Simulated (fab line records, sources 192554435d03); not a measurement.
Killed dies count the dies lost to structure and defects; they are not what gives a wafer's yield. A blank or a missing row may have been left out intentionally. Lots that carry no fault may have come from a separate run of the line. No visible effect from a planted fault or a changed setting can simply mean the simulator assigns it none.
Which tool is to blame? / flow n5 finfet / 24 wafers from 8 lots sampled at 6 of the route's 1938 steps

== WHAT EACH GAUGE READ, for each wafer ==
N5_BEOL_M4_RC_MEAS_101. Usual: DIBL_N 35.1 mV/V, standard deviation 1.6; DIBL_P 34.9 mV/V, standard deviation 1.8; IOFF_N 0.143 nA/um, standard deviation 0.026; IOFF_P 0.21 nA/um, standard deviation 0.037; ION_N 671 uA/um, standard deviation 11; ION_P 463 uA/um, standard deviation 7.8; SS_N 71.2 mV/dec, standard deviation 0.58; SS_P 73.0 mV/dec, standard deviation 0.54; VT_N 251 mV, standard deviation 3; VT_P -250 mV, standard deviation 4.1.
lot=L989; measured=day 8 19:02; on=prober-02; DIBL_N (mV/V)=36.0 35.5 38.2; DIBL_P (mV/V)=35.6 35.7 37.7; IOFF_N (nA/um)=0.173 0.165 0.214; IOFF_P (nA/um)=0.22 0.23 0.27; ION_N (uA/um)=682 682 690; ION_P (uA/um)=468 468 469; SS_N (mV/dec)=71.7 71.4 71.7; SS_P (mV/dec)=73.0 73.1 73.6; VT_N (mV)=248 247 246; VT_P (mV)=-247 -244 -242; flag=
lot=L103; measured=day 12 16:46; on=prober-01; DIBL_N (mV/V)=35.4 36.8 36.3; DIBL_P (mV/V)=34.8 35.9 35.6; IOFF_N (nA/um)=0.146 0.168 0.158; IOFF_P (nA/um)=0.20 0.23 0.21; ION_N (uA/um)=679 672 658; ION_P (uA/um)=463 462 455; SS_N (mV/dec)=71.4 72.1 71.6; SS_P (mV/dec)=73.3 72.6 72.7; VT_N (mV)=253 246 251; VT_P (mV)=-248 -248 -248; flag=
lot=L102; measured=day 12 19:33; on=prober-02; DIBL_N (mV/V)=34.3 35.3 35.3; DIBL_P (mV/V)=35.3 36.7 36.2; IOFF_N (nA/um)=0.134 0.158 0.158; IOFF_P (nA/um)=0.21 0.22 0.21; ION_N (uA/um)=670 678 680; ION_P (uA/um)=468 469 469; SS_N (mV/dec)=71.1 71.9 71.5; SS_P (mV/dec)=73.3 74.3 73.1; VT_N (mV)=254 248 250; VT_P (mV)=-247 -250 -249; flag=
lot=L106; measured=day 12 22:56; on=prober-01; DIBL_N (mV/V)=35.7 35.8 34.8; DIBL_P (mV/V)=35.6 35.3 34.3; IOFF_N (nA/um)=0.147 0.151 0.132; IOFF_P (nA/um)=0.19 0.18 0.18; ION_N (uA/um)=670 672 679; ION_P (uA/um)=459 459 464; SS_N (mV/dec)=71.4 71.8 71.2; SS_P (mV/dec)=73.1 72.7 72.9; VT_N (mV)=250 250 251; VT_P (mV)=-254 -255 -254; flag=
lot=L105; measured=day 13 23:33; on=prober-02; DIBL_N (mV/V)=34.6 35.2 35.7; DIBL_P (mV/V)=33.5 34.0 33.9; IOFF_N (nA/um)=0.104 0.122 0.121; IOFF_P (nA/um)=0.17 0.18 0.18; ION_N (uA/um)=647 660 653; ION_P (uA/um)=447 455 454; SS_N (mV/dec)=71.2 70.7 70.8; SS_P (mV/dec)=73.7 73.1 73.1; VT_N (mV)=256 254 256; VT_P (mV)=-256 -253 -253; flag=
lot=L110; measured=day 14 19:01; on=prober-02; DIBL_N (mV/V)=38.4 33.5 35.1; DIBL_P (mV/V)=38.9 34.8 36.8; IOFF_N (nA/um)=0.223 0.133 0.157; IOFF_P (nA/um)=0.25 0.19 0.21; ION_N (uA/um)=674 675 681; ION_P (uA/um)=451 461 466; SS_N (mV/dec)=72.7 70.7 70.6; SS_P (mV/dec)=74.1 72.9 73.5; VT_N (mV)=250 252 248; VT_P (mV)=-248 -248 -252; flag=
lot=L111; measured=day 15 03:55; on=prober-01; DIBL_N (mV/V)=37.5 35.5 36.4; DIBL_P (mV/V)=36.4 34.0 35.6; IOFF_N (nA/um)=0.162 0.135 0.157; IOFF_P (nA/um)=0.26 0.23 0.25; ION_N (uA/um)=673 673 677; ION_P (uA/um)=469 466 476; SS_N (mV/dec)=71.4 71.0 71.7; SS_P (mV/dec)=73.5 73.5 74.0; VT_N (mV)=252 251 250; VT_P (mV)=-244 -247 -243; flag=
lot=L112; measured=day 15 04:52; on=prober-01; DIBL_N (mV/V)=35.0 34.8 35.2; DIBL_P (mV/V)=35.3 36.6 35.1; IOFF_N (nA/um)=0.138 0.135 0.132; IOFF_P (nA/um)=0.21 0.23 0.21; ION_N (uA/um)=667 661 677; ION_P (uA/um)=463 462 474; SS_N (mV/dec)=71.1 71.2 71.0; SS_P (mV/dec)=73.1 73.1 73.1; VT_N (mV)=249 249 249; VT_P (mV)=-248 -247 -248; flag=

N5_BEOL_M14_THK_MEAS_50: measures by xrf. Usual: M14_THK 553 nm, standard deviation 11.
lot=L989; measured=day 13 07:39; on=film metro-01; M14_THK (nm)=565 566 560; flag=
lot=L103; measured=day 16 03:54; on=film metro-01; M14_THK (nm)=561 567 560; flag=
lot=L102; measured=day 16 08:44; on=film metro-02; M14_THK (nm)=553 552 553; flag=
lot=L106; measured=day 16 09:03; on=film metro-02; M14_THK (nm)=581 573 581; flag=
lot=L105; measured=day 17 09:03; on=film metro-02; M14_THK (nm)=559 557 554; flag=
lot=L110; measured=day 18 21:50; on=film metro-02; M14_THK (nm)=552 550 556; flag=
lot=L111; measured=day 19 00:05; on=film metro-02; M14_THK (nm)=564 547 543; flag=
lot=L112; measured=day 19 00:20; on=film metro-01; M14_THK (nm)=546 539 544; flag=

== WHAT TOOL EACH LOT RAN ON (gives the tool, then ch and the chambers of the sampled wafers, and finally the start) ==
lot=L989; N5_BEOL_M14_ETCH_67=rie diel-04 ch 0,1,3, day 13 01:40; N5_BEOL_M14_ETCH_68=rie diel-04 ch 0,1,3, day 13 01:49; N5_BEOL_M14_SPUTTER_44=pvd sputter-02, day 13 06:39; N5_BEOL_M14_CMP_49=cmp-01 ch 0,1,2, day 13 07:26
lot=L103; N5_BEOL_M14_ETCH_67=rie diel-05 ch 0,1,2, day 16 01:29; N5_BEOL_M14_ETCH_68=rie diel-05 ch 0,1,2, day 16 01:38; N5_BEOL_M14_SPUTTER_44=pvd sputter-03, day 16 02:47; N5_BEOL_M14_CMP_49=cmp-01 ch 0,2,3, day 16 03:43
lot=L102; N5_BEOL_M14_ETCH_67=rie diel-05 ch 2,3, day 16 05:38; N5_BEOL_M14_ETCH_68=rie diel-05 ch 2,3, day 16 05:47; N5_BEOL_M14_SPUTTER_44=pvd sputter-02, day 16 06:50; N5_BEOL_M14_CMP_49=cmp-01 ch 0,1,2, day 16 08:27
lot=L106; N5_BEOL_M14_ETCH_67=rie diel-06 ch 2,3, day 16 06:13; N5_BEOL_M14_ETCH_68=rie diel-06 ch 2,3, day 16 06:22; N5_BEOL_M14_SPUTTER_44=pvd sputter-02, day 16 07:24; N5_BEOL_M14_CMP_49=cmp-02 ch 0,3, day 16 08:44
lot=L105; N5_BEOL_M14_ETCH_67=rie diel-04 ch 0,2,3, day 17 05:59; N5_BEOL_M14_ETCH_68=rie diel-04 ch 0,2,3, day 17 06:08; N5_BEOL_M14_SPUTTER_44=pvd sputter-03, day 17 08:03; N5_BEOL_M14_CMP_49=cmp-04 ch 0,1,2, day 17 08:47
lot=L110; N5_BEOL_M14_ETCH_67=rie diel-06 ch 0,1,2, day 18 18:46; N5_BEOL_M14_ETCH_68=rie diel-06 ch 0,1,2, day 18 18:55; N5_BEOL_M14_SPUTTER_44=pvd sputter-03, day 18 20:22; N5_BEOL_M14_CMP_49=cmp-02 ch 0,1,3, day 18 21:32
lot=L111; N5_BEOL_M14_ETCH_67=rie diel-06 ch 0,1,3, day 18 20:18; N5_BEOL_M14_ETCH_68=rie diel-06 ch 0,1,3, day 18 20:27; N5_BEOL_M14_SPUTTER_44=pvd sputter-01, day 18 23:06; N5_BEOL_M14_CMP_49=cmp-02 ch 0,1,2, day 18 23:54
lot=L112; N5_BEOL_M14_ETCH_67=rie diel-05 ch 0,1,2, day 18 19:58; N5_BEOL_M14_ETCH_68=rie diel-05 ch 0,1,2, day 18 20:06; N5_BEOL_M14_SPUTTER_44=pvd sputter-03, day 18 23:22; N5_BEOL_M14_CMP_49=cmp-04 ch 1,2,3, day 19 00:09
- N5_BEOL_M14_ETCH_67: etches SiARC in CF4, target depth 143 nm, time 238.3 s.
- N5_BEOL_M14_ETCH_68: etches SOC in N2/H2, time 450 s.
- N5_BEOL_M14_SPUTTER_44: material Ta, target thk 15 nm, time 24.19 s.
- N5_BEOL_M14_CMP_49: polishes, stops on SiO2, t overpolish 5.2 s, target thk 560 nm.

== AS READ BY THE TOOLS THEMSELVES (means over the sampled wafers that have a number; for cases with no such wafer, the mark the record gives instead) ==
N5_BEOL_M14_ETCH_67. Usual: bias w 35.99 W, standard deviation 0.12; chamber pressure mTorr 40.00 mTorr, standard deviation 0.037; drypump motor current A 5.71 A, standard deviation 0.25; etch rf on time s 238 s, standard deviation 4.6; oes product au 0.70 a.u., standard deviation 0.048; rf vpp V 184.3 V, standard deviation 1; showerhead plenum p Torr 2.17 Torr, standard deviation 0.063; throttle valve pct 15.47 %, standard deviation 0.2.
lot=L989; tool=rie diel-04; bias w (W)=36.07; chamber pressure mTorr (mTorr)=40.02; drypump motor current A (A)=5.82; etch rf on time s (s)=234; oes product au (a.u.)=0.75; rf vpp V (V)=184.2; showerhead plenum p Torr (Torr)=2.18; throttle valve pct (%)=15.43; flag=
lot=L103; tool=rie diel-05; bias w (W)=35.97; chamber pressure mTorr (mTorr)=40.00; drypump motor current A (A)=5.84; etch rf on time s (s)=241; oes product au (a.u.)=0.66; rf vpp V (V)=184.3; showerhead plenum p Torr (Torr)=2.14; throttle valve pct (%)=15.49; flag=
lot=L102; tool=rie diel-05; bias w (W)=35.95; chamber pressure mTorr (mTorr)=39.96; drypump motor current A (A)=6.00; etch rf on time s (s)=245; oes product au (a.u.)=0.69; rf vpp V (V)=183.9; showerhead plenum p Torr (Torr)=2.12; throttle valve pct (%)=15.66; flag=
lot=L106; tool=rie diel-06; bias w (W)=36.12; chamber pressure mTorr (mTorr)=40.01; drypump motor current A (A)=5.42; etch rf on time s (s)=233; oes product au (a.u.)=0.73; rf vpp V (V)=185.0; showerhead plenum p Torr (Torr)=2.20; throttle valve pct (%)=15.23; flag=
lot=L105; tool=rie diel-04; bias w (W)=35.96; chamber pressure mTorr (mTorr)=39.97; drypump motor current A (A)=5.65; etch rf on time s (s)=238; oes product au (a.u.)=0.73; rf vpp V (V)=184.1; showerhead plenum p Torr (Torr)=2.21; throttle valve pct (%)=15.51; flag=
lot=L110; tool=rie diel-06; bias w (W)=36.00; chamber pressure mTorr (mTorr)=39.97; drypump motor current A (A)=5.64; etch rf on time s (s)=240; oes product au (a.u.)=0.65; rf vpp V (V)=184.9; showerhead plenum p Torr (Torr)=2.18; throttle valve pct (%)=15.59; flag=
lot=L111; tool=rie diel-06; bias w (W)=35.96; chamber pressure mTorr (mTorr)=40.01; drypump motor current A (A)=5.47; etch rf on time s (s)=237; oes product au (a.u.)=0.67; rf vpp V (V)=184.1; showerhead plenum p Torr (Torr)=2.16; throttle valve pct (%)=15.53; flag=
lot=L112; tool=rie diel-05; bias w (W)=36.07; chamber pressure mTorr (mTorr)=39.98; drypump motor current A (A)=5.84; etch rf on time s (s)=241; oes product au (a.u.)=0.64; rf vpp V (V)=183.3; showerhead plenum p Torr (Torr)=2.13; throttle valve pct (%)=15.55; flag=

N5_BEOL_M14_ETCH_68. Usual: for bias w, 350.0 W with a standard deviation of 0.95; for chamber pressure mTorr, 30.003 mTorr with a standard deviation of 0.028; for drypump motor current A, 5.71 A with a standard deviation of 0.25; for oes product au, 0.82 a.u. with a standard deviation of 0.054; for rf vpp V, 524.6 V with a standard deviation of 2.3; for showerhead plenum p Torr, 2.57 Torr with a standard deviation of 0.083; for throttle valve pct, 17.64 % with a standard deviation of 0.26.
lot=L989; tool=rie diel-04; bias w (W)=349.7; chamber pressure mTorr (mTorr)=30.006; drypump motor current A (A)=5.84; oes product au (a.u.)=0.87; rf vpp V (V)=526.0; showerhead plenum p Torr (Torr)=2.59; throttle valve pct (%)=17.62; flag=
lot=L103; tool=rie diel-05; bias w (W)=350.1; chamber pressure mTorr (mTorr)=29.997; drypump motor current A (A)=5.85; oes product au (a.u.)=0.77; rf vpp V (V)=524.2; showerhead plenum p Torr (Torr)=2.55; throttle valve pct (%)=17.64; flag=
lot=L102; tool=rie diel-05; bias w (W)=349.8; chamber pressure mTorr (mTorr)=30.026; drypump motor current A (A)=5.97; oes product au (a.u.)=0.82; rf vpp V (V)=522.8; showerhead plenum p Torr (Torr)=2.50; throttle valve pct (%)=17.91; flag=
lot=L106; tool=rie diel-06; bias w (W)=349.4; chamber pressure mTorr (mTorr)=30.000; drypump motor current A (A)=5.43; oes product au (a.u.)=0.84; rf vpp V (V)=525.1; showerhead plenum p Torr (Torr)=2.61; throttle valve pct (%)=17.36; flag=
lot=L105; tool=rie diel-04; bias w (W)=349.4; chamber pressure mTorr (mTorr)=30.038; drypump motor current A (A)=5.64; oes product au (a.u.)=0.86; rf vpp V (V)=525.9; showerhead plenum p Torr (Torr)=2.63; throttle valve pct (%)=17.75; flag=
lot=L110; tool=rie diel-06; bias w (W)=350.1; chamber pressure mTorr (mTorr)=29.990; drypump motor current A (A)=5.66; oes product au (a.u.)=0.76; rf vpp V (V)=525.8; showerhead plenum p Torr (Torr)=2.59; throttle valve pct (%)=17.75; flag=
lot=L111; tool=rie diel-06; bias w (W)=350.0; chamber pressure mTorr (mTorr)=30.025; drypump motor current A (A)=5.50; oes product au (a.u.)=0.79; rf vpp V (V)=523.4; showerhead plenum p Torr (Torr)=2.56; throttle valve pct (%)=17.73; flag=
lot=L112; tool=rie diel-05; bias w (W)=350.3; chamber pressure mTorr (mTorr)=30.032; drypump motor current A (A)=5.85; oes product au (a.u.)=0.75; rf vpp V (V)=523.4; showerhead plenum p Torr (Torr)=2.54; throttle valve pct (%)=17.66; flag=

N5_BEOL_M14_SPUTTER_44. Usual: bias v 80.0 V, standard deviation 0.69; cathode dc power W 15000 W, standard deviation 2.6; throttle valve pct 30.7 %, standard deviation 1.1.
lot=L989; tool=pvd sputter-02; bias v (V)=80.1; cathode dc power W (W)=15001; throttle valve pct (%)=29.9; flag=
lot=L103; tool=pvd sputter-03; bias v (V)=-; cathode dc power W (W)=-; throttle valve pct (%)=-; flag=OFF
lot=L102; tool=pvd sputter-02; bias v (V)=-; cathode dc power W (W)=-; throttle valve pct (%)=-; flag=OFF
lot=L106; tool=pvd sputter-02; bias v (V)=-; cathode dc power W (W)=-; throttle valve pct (%)=-; flag=OFF
lot=L105; tool=pvd sputter-03; bias v (V)=80.6; cathode dc power W (W)=15002; throttle valve pct (%)=29.9; flag=
lot=L110; tool=pvd sputter-03; bias v (V)=79.9; cathode dc power W (W)=15001; throttle valve pct (%)=30.0; flag=
lot=L111; tool=pvd sputter-01; bias v (V)=79.9; cathode dc power W (W)=14999; throttle valve pct (%)=31.3; flag=
lot=L112; tool=pvd sputter-03; bias v (V)=80.3; cathode dc power W (W)=15000; throttle valve pct (%)=30.6; flag=

N5_BEOL_M14_CMP_49. Usual: barrier field endpoint s 11.37 s, standard deviation 0.26; motor current A 7.7 A, standard deviation 0.71; retaining ring pressure frac 1.001, standard deviation 0.0052.
lot=L989; tool=cmp-01; barrier field endpoint s (s)=11.26; motor current A (A)=7.5; retaining ring pressure frac=1.002; flag=
lot=L103; tool=cmp-01; barrier field endpoint s (s)=5.74; motor current A (A)=7.1; retaining ring pressure frac=0.999; flag=OFF
lot=L102; tool=cmp-01; barrier field endpoint s (s)=5.73; motor current A (A)=7.3; retaining ring pressure frac=1.001; flag=OFF
lot=L106; tool=cmp-02; barrier field endpoint s (s)=5.79; motor current A (A)=8.4; retaining ring pressure frac=1.004; flag=OFF
lot=L105; tool=cmp-04; barrier field endpoint s (s)=11.75; motor current A (A)=7.6; retaining ring pressure frac=1.001; flag=
lot=L110; tool=cmp-02; barrier field endpoint s (s)=11.38; motor current A (A)=8.1; retaining ring pressure frac=1.002; flag=
lot=L111; tool=cmp-02; barrier field endpoint s (s)=11.20; motor current A (A)=7.7; retaining ring pressure frac=0.998; flag=
lot=L112; tool=cmp-04; barrier field endpoint s (s)=11.05; motor current A (A)=8.1; retaining ring pressure frac=1.001; flag=

== THE ANSWER, worked out from the rows above alone ==
Rule: a lot is off if the mean of its wafers that have a number lies more than 3 standard deviations from the usual mean. Also off: a lot with no number at a reading for which 4 or more lots have one. Where the step has rows for the other lots, those lots are counted as sound. The gauges are gone through in route order, then the tools' own readings, and for those a lot's mean is taken as printed above. The first step at which some lot is off is used, and at that step the reading that is off furthest; a lot without a number counts as furthest.
Off at N5_BEOL_M14_SPUTTER_44 (bias v): L103, L102, L106. Without a number there: L103, L102, L106.
If a tool, at that step or one of the process steps before it, ran each lot that is off and ran no sound lot following the first of them, it fits. Of those tried, none fits.

== WHAT HAD BEEN PUT IN BY THE SIMULATOR ==
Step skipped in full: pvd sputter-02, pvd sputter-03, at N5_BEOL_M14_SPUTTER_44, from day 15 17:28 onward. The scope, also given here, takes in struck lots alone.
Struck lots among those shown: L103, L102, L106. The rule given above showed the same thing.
